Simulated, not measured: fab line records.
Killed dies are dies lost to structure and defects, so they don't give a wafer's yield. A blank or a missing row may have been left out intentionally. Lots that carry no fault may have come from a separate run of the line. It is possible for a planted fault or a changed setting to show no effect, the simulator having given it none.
Split-lot experiment / flow n5 finfet / route with 1938 steps; 7 lots, 39 wafers read

ABOUT THE SPLIT
At N5_MOL_CONTACT_COAG_ALD_27 (deposits SiOC, target thk 17 nm, pulse time 1.5 s, time 2720 s), the setting ald cycles was moved away from the recipe's 340 on 12 of the 39 wafers read, by -56.2% to +58.2%. For the rest of the wafers, this setting stayed at what the recipe calls for.

The split's own step is where the reading is taken.

THE READING
SiOC_of_MOL_CONTACT_COAG_ALD_27.thk nm (the simulator's own value, which no gauge read), in nm, at N5_MOL_CONTACT_COAG_ALD_27 (deposits SiOC, target thk 17 nm, pulse time 1.5 s, time 2720 s). The file gives no usual value for it. Here, 27 wafers ran the recipe; their average is 17.0 nm with a standard deviation of 0.093 nm.

wafer=L078.1; tool, chamber at the split=ald sin-01, 3,1,0; ald cycles as run=340; against the recipe=recipe; SiOC_of_MOL_CONTACT_COAG_ALD_27.thk nm, nm=17; against lot-mates on the recipe=-
wafer=L078.2; tool, chamber at the split=ald sin-01, 3,1,0; ald cycles as run=340; against the recipe=recipe; SiOC_of_MOL_CONTACT_COAG_ALD_27.thk nm, nm=17; against lot-mates on the recipe=-
wafer=L078.3; tool, chamber at the split=ald sin-01, 3,1,0; ald cycles as run=340; against the recipe=recipe; SiOC_of_MOL_CONTACT_COAG_ALD_27.thk nm, nm=17; against lot-mates on the recipe=-
wafer=L078.4; tool, chamber at the split=ald sin-01, 2,1,0; ald cycles as run=240; against the recipe=-29.4%; SiOC_of_MOL_CONTACT_COAG_ALD_27.thk nm, nm=12; against lot-mates on the recipe=-5.0
wafer=L078.5; tool, chamber at the split=ald sin-01, 2,1,0; ald cycles as run=240; against the recipe=-29.4%; SiOC_of_MOL_CONTACT_COAG_ALD_27.thk nm, nm=12; against lot-mates on the recipe=-5.0
wafer=L078.6; tool, chamber at the split=ald sin-01, 2,1,0; ald cycles as run=240; against the recipe=-29.4%; SiOC_of_MOL_CONTACT_COAG_ALD_27.thk nm, nm=12; against lot-mates on the recipe=-5.0
wafer=L081.1; tool, chamber at the split=ald sin-01, 2,0,3; ald cycles as run=149; against the recipe=-56.2%; SiOC_of_MOL_CONTACT_COAG_ALD_27.thk nm, nm=7.4; against lot-mates on the recipe=-9.7
wafer=L081.2; tool, chamber at the split=ald sin-01, 2,0,3; ald cycles as run=149; against the recipe=-56.2%; SiOC_of_MOL_CONTACT_COAG_ALD_27.thk nm, nm=7.4; against lot-mates on the recipe=-9.7
wafer=L081.3; tool, chamber at the split=ald sin-01, 2,0,3; ald cycles as run=149; against the recipe=-56.2%; SiOC_of_MOL_CONTACT_COAG_ALD_27.thk nm, nm=7.4; against lot-mates on the recipe=-9.7
wafer=L081.4; tool, chamber at the split=ald sin-01, 1; ald cycles as run=340; against the recipe=recipe; SiOC_of_MOL_CONTACT_COAG_ALD_27.thk nm, nm=17.2; against lot-mates on the recipe=-
wafer=L081.5; tool, chamber at the split=ald sin-01, 3,0; ald cycles as run=340; against the recipe=recipe; SiOC_of_MOL_CONTACT_COAG_ALD_27.thk nm, nm=17; against lot-mates on the recipe=-
wafer=L081.6; tool, chamber at the split=ald sin-01, 3,0; ald cycles as run=340; against the recipe=recipe; SiOC_of_MOL_CONTACT_COAG_ALD_27.thk nm, nm=17; against lot-mates on the recipe=-
wafer=L088.1; tool, chamber at the split=ald sin-03, 1; ald cycles as run=538; against the recipe=+58.2%; SiOC_of_MOL_CONTACT_COAG_ALD_27.thk nm, nm=27; against lot-mates on the recipe=+10.0
wafer=L088.2; tool, chamber at the split=ald sin-03, 0,0,3; ald cycles as run=340; against the recipe=recipe; SiOC_of_MOL_CONTACT_COAG_ALD_27.thk nm, nm=17; against lot-mates on the recipe=-
wafer=L088.5; tool, chamber at the split=ald sin-03, 0,0,3; ald cycles as run=340; against the recipe=recipe; SiOC_of_MOL_CONTACT_COAG_ALD_27.thk nm, nm=17; against lot-mates on the recipe=-
wafer=L088.6; tool, chamber at the split=ald sin-03, 0,0,3; ald cycles as run=340; against the recipe=recipe; SiOC_of_MOL_CONTACT_COAG_ALD_27.thk nm, nm=17; against lot-mates on the recipe=-
wafer=L088.3; tool, chamber at the split=ald sin-03, 3,2; ald cycles as run=538; against the recipe=+58.2%; SiOC_of_MOL_CONTACT_COAG_ALD_27.thk nm, nm=26.8; against lot-mates on the recipe=+9.8
wafer=L088.4; tool, chamber at the split=ald sin-03, 3,2; ald cycles as run=538; against the recipe=+58.2%; SiOC_of_MOL_CONTACT_COAG_ALD_27.thk nm, nm=26.8; against lot-mates on the recipe=+9.8
wafer=L089.1; tool, chamber at the split=ald sin-02, 2,3,1,0,3,0; ald cycles as run=340; against the recipe=recipe; SiOC_of_MOL_CONTACT_COAG_ALD_27.thk nm, nm=17; against lot-mates on the recipe=-
wafer=L089.2; tool, chamber at the split=ald sin-02, 2,3,1,0,3,0; ald cycles as run=340; against the recipe=recipe; SiOC_of_MOL_CONTACT_COAG_ALD_27.thk nm, nm=17; against lot-mates on the recipe=-
wafer=L089.3; tool, chamber at the split=ald sin-02, 2,3,1,0,3,0; ald cycles as run=340; against the recipe=recipe; SiOC_of_MOL_CONTACT_COAG_ALD_27.thk nm, nm=17; against lot-mates on the recipe=-
wafer=L089.4; tool, chamber at the split=ald sin-02, 2,3,1,0,3,0; ald cycles as run=340; against the recipe=recipe; SiOC_of_MOL_CONTACT_COAG_ALD_27.thk nm, nm=17; against lot-mates on the recipe=-
wafer=L089.5; tool, chamber at the split=ald sin-02, 2,3,1,0,3,0; ald cycles as run=340; against the recipe=recipe; SiOC_of_MOL_CONTACT_COAG_ALD_27.thk nm, nm=17; against lot-mates on the recipe=-
wafer=L089.6; tool, chamber at the split=ald sin-02, 2,3,1,0,3,0; ald cycles as run=340; against the recipe=recipe; SiOC_of_MOL_CONTACT_COAG_ALD_27.thk nm, nm=17; against lot-mates on the recipe=-
wafer=L092.1; tool, chamber at the split=ald sin-03, 0,1,3,0,1,3; ald cycles as run=340; against the recipe=recipe; SiOC_of_MOL_CONTACT_COAG_ALD_27.thk nm, nm=17; against lot-mates on the recipe=-
wafer=L092.2; tool, chamber at the split=ald sin-03, 0,1,3,0,1,3; ald cycles as run=340; against the recipe=recipe; SiOC_of_MOL_CONTACT_COAG_ALD_27.thk nm, nm=17; against lot-mates on the recipe=-
wafer=L092.3; tool, chamber at the split=ald sin-03, 0,1,3,0,1,3; ald cycles as run=340; against the recipe=recipe; SiOC_of_MOL_CONTACT_COAG_ALD_27.thk nm, nm=17; against lot-mates on the recipe=-
wafer=L092.4; tool, chamber at the split=ald sin-03, 0,1,3,0,1,3; ald cycles as run=340; against the recipe=recipe; SiOC_of_MOL_CONTACT_COAG_ALD_27.thk nm, nm=17; against lot-mates on the recipe=-
wafer=L092.5; tool, chamber at the split=ald sin-03, 0,1,3,0,1,3; ald cycles as run=340; against the recipe=recipe; SiOC_of_MOL_CONTACT_COAG_ALD_27.thk nm, nm=17; against lot-mates on the recipe=-
wafer=L092.6; tool, chamber at the split=ald sin-03, 0,1,3,0,1,3; ald cycles as run=340; against the recipe=recipe; SiOC_of_MOL_CONTACT_COAG_ALD_27.thk nm, nm=17; against lot-mates on the recipe=-
wafer=L093.1; tool, chamber at the split=ald sin-03, 1; ald cycles as run=340; against the recipe=recipe; SiOC_of_MOL_CONTACT_COAG_ALD_27.thk nm, nm=17; against lot-mates on the recipe=-
wafer=L093.2; tool, chamber at the split=ald sin-03, 3,2; ald cycles as run=340; against the recipe=recipe; SiOC_of_MOL_CONTACT_COAG_ALD_27.thk nm, nm=16.8; against lot-mates on the recipe=-
wafer=L093.4; tool, chamber at the split=ald sin-03, 3,2; ald cycles as run=340; against the recipe=recipe; SiOC_of_MOL_CONTACT_COAG_ALD_27.thk nm, nm=16.8; against lot-mates on the recipe=-
wafer=L093.3; tool, chamber at the split=ald sin-03, 0,3,0; ald cycles as run=168; against the recipe=-50.6%; SiOC_of_MOL_CONTACT_COAG_ALD_27.thk nm, nm=8.4; against lot-mates on the recipe=-8.5
wafer=L093.5; tool, chamber at the split=ald sin-03, 0,3,0; ald cycles as run=168; against the recipe=-50.6%; SiOC_of_MOL_CONTACT_COAG_ALD_27.thk nm, nm=8.4; against lot-mates on the recipe=-8.5
wafer=L093.6; tool, chamber at the split=ald sin-03, 0,3,0; ald cycles as run=168; against the recipe=-50.6%; SiOC_of_MOL_CONTACT_COAG_ALD_27.thk nm, nm=8.4; against lot-mates on the recipe=-8.5
wafer=L096.3; tool, chamber at the split=ald sin-02, 0,3,1; ald cycles as run=340; against the recipe=recipe; SiOC_of_MOL_CONTACT_COAG_ALD_27.thk nm, nm=17.2; against lot-mates on the recipe=-
wafer=L096.4; tool, chamber at the split=ald sin-02, 0,3,1; ald cycles as run=340; against the recipe=recipe; SiOC_of_MOL_CONTACT_COAG_ALD_27.thk nm, nm=17.2; against lot-mates on the recipe=-
wafer=L096.5; tool, chamber at the split=ald sin-02, 0,3,1; ald cycles as run=340; against the recipe=recipe; SiOC_of_MOL_CONTACT_COAG_ALD_27.thk nm, nm=17.2; against lot-mates on the recipe=-
Rows listing several chambers each stand for several wafers; the file does not say which wafer went through which chamber.

THE FIT
A straight line over all 39 wafers: SiOC_of_MOL_CONTACT_COAG_ALD_27.thk nm changes by +0.17 nm for each +1% of ald cycles; r = +1.00; the points scatter about the line by 0.086 nm.
The same after taking each lot's own level away (the mean of its wafers on the recipe; 39 wafers): +0.17 nm for each +1%; r = +1.00; scatter 0.069 nm.
Per that fit: largest ald cycles move, reading shift of 9.9 nm.
The lots' own levels span 16.87 to 17.20 nm, that is 3.6 times the standard deviation above.
Consequently the slope shifts little with the lot-to-lot level, the two slopes agreeing.
Check: +9.86 nm against its lot-mates is what the line predicts for one of the wafers moved furthest among these (+58.2%) when that wafer is left out of the fit. It came out at +10 nm against them.

OTHER SPLITS ON THESE WAFERS
Before the reading, these wafers also passed through other splits. Each is held against what the fit with the lots' levels taken away leaves over:
other split on the same wafers=N5_ZERO_LAYER_PECVD_02 time s; wafers away from the commonest value=12; r with SiOC_of_MOL_CONTACT_COAG_ALD_27.thk nm (lot level and that fit taken away)=-0.32
other split on the same wafers=N5_ZERO_LAYER_DEVELOP_10 develop time s; wafers away from the commonest value=18; r with SiOC_of_MOL_CONTACT_COAG_ALD_27.thk nm (lot level and that fit taken away)=+0.12
other split on the same wafers=N5_SD_EPI_N_DESCUM_14 time s; wafers away from the commonest value=12; r with SiOC_of_MOL_CONTACT_COAG_ALD_27.thk nm (lot level and that fit taken away)=-0.03
other split on the same wafers=N5_HKMG_FIN_ETCH_55 time s; wafers away from the commonest value=15; r with SiOC_of_MOL_CONTACT_COAG_ALD_27.thk nm (lot level and that fit taken away)=+0.00

FILE'S OWN FIT
SiOC_of_MOL_CONTACT_COAG_ALD_27.thk nm changes by +0.17 nm for each +1% of ald cycles, r = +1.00.
